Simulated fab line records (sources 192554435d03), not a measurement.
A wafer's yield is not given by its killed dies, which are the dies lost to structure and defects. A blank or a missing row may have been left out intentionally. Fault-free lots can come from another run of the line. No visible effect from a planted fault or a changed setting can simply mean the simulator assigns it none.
Chamber matching / flow n5_finfet / N5_BEOL_M14_ETCH_59 on rie_diel-01 has 4 sister chambers
The step etches BARC in N2/H2, target depth 89 nm, overetch 26.7 nm, time 67.9 s. 7 wafers are shown with their chamber, then 8 later ones without.

== WAFERS WITH THEIR CHAMBER ==
wafer=L080.6; chamber=0; throttle_valve_pct (%)=18.27; drypump_motor_current_A (A)=5.9
wafer=L082.3; chamber=0; throttle_valve_pct (%)=18.28; drypump_motor_current_A (A)=5.9
wafer=L082.6; chamber=2; throttle_valve_pct (%)=17.47; drypump_motor_current_A (A)=6.4
wafer=L083.3; chamber=1; throttle_valve_pct (%)=17.87; drypump_motor_current_A (A)=5.8
wafer=L083.4; chamber=2; throttle_valve_pct (%)=17.50; drypump_motor_current_A (A)=6.5
wafer=L083.5; chamber=1; throttle_valve_pct (%)=17.88; drypump_motor_current_A (A)=5.8
wafer=L087.4; chamber=3; throttle_valve_pct (%)=18.40; drypump_motor_current_A (A)=5.6

== WAFERS WITHOUT THEIR CHAMBER ==
wafer=L087.5; throttle_valve_pct (%)=18.40; drypump_motor_current_A (A)=5.6
wafer=L087.6; throttle_valve_pct (%)=17.51; drypump_motor_current_A (A)=6.5
wafer=L094.4; throttle_valve_pct (%)=17.90; drypump_motor_current_A (A)=5.9
wafer=L094.5; throttle_valve_pct (%)=17.91; drypump_motor_current_A (A)=5.8
wafer=L094.6; throttle_valve_pct (%)=17.54; drypump_motor_current_A (A)=6.5
wafer=L096.1; throttle_valve_pct (%)=18.44; drypump_motor_current_A (A)=5.6
wafer=L096.2; throttle_valve_pct (%)=17.56; drypump_motor_current_A (A)=6.5
wafer=L096.3; throttle_valve_pct (%)=17.94; drypump_motor_current_A (A)=5.8

== WHICH CHAMBER EACH ONE RAN IN ==
wafer=L087.5; from the rows above=3; in truth=3
wafer=L087.6; from the rows above=2; in truth=2
wafer=L094.4; from the rows above=1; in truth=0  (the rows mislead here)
wafer=L094.5; from the rows above=1; in truth=1
wafer=L094.6; from the rows above=2; in truth=2
wafer=L096.1; from the rows above=3; in truth=3
wafer=L096.2; from the rows above=2; in truth=2
wafer=L096.3; from the rows above=1; in truth=1
Correctly placed: 7 of 8. From these rows, 0 cannot be placed. Placed wrongly: 1.
How it was worked out, from the rows above alone: a wafer's distance from a chamber is the root of the sum, over the readings, of the square of ((its reading less the chamber's mean) divided by the reading's scatter). If the next closest chamber is less than 2 further off than the closest, the wafer can't be placed; otherwise it belongs to the closest. The mean given for a chamber averages the wafers shown for that chamber. The scatter: the root of (the sum of the squares of (reading less its chamber's mean) over the shown wafers, divided by (wafers less chambers)).
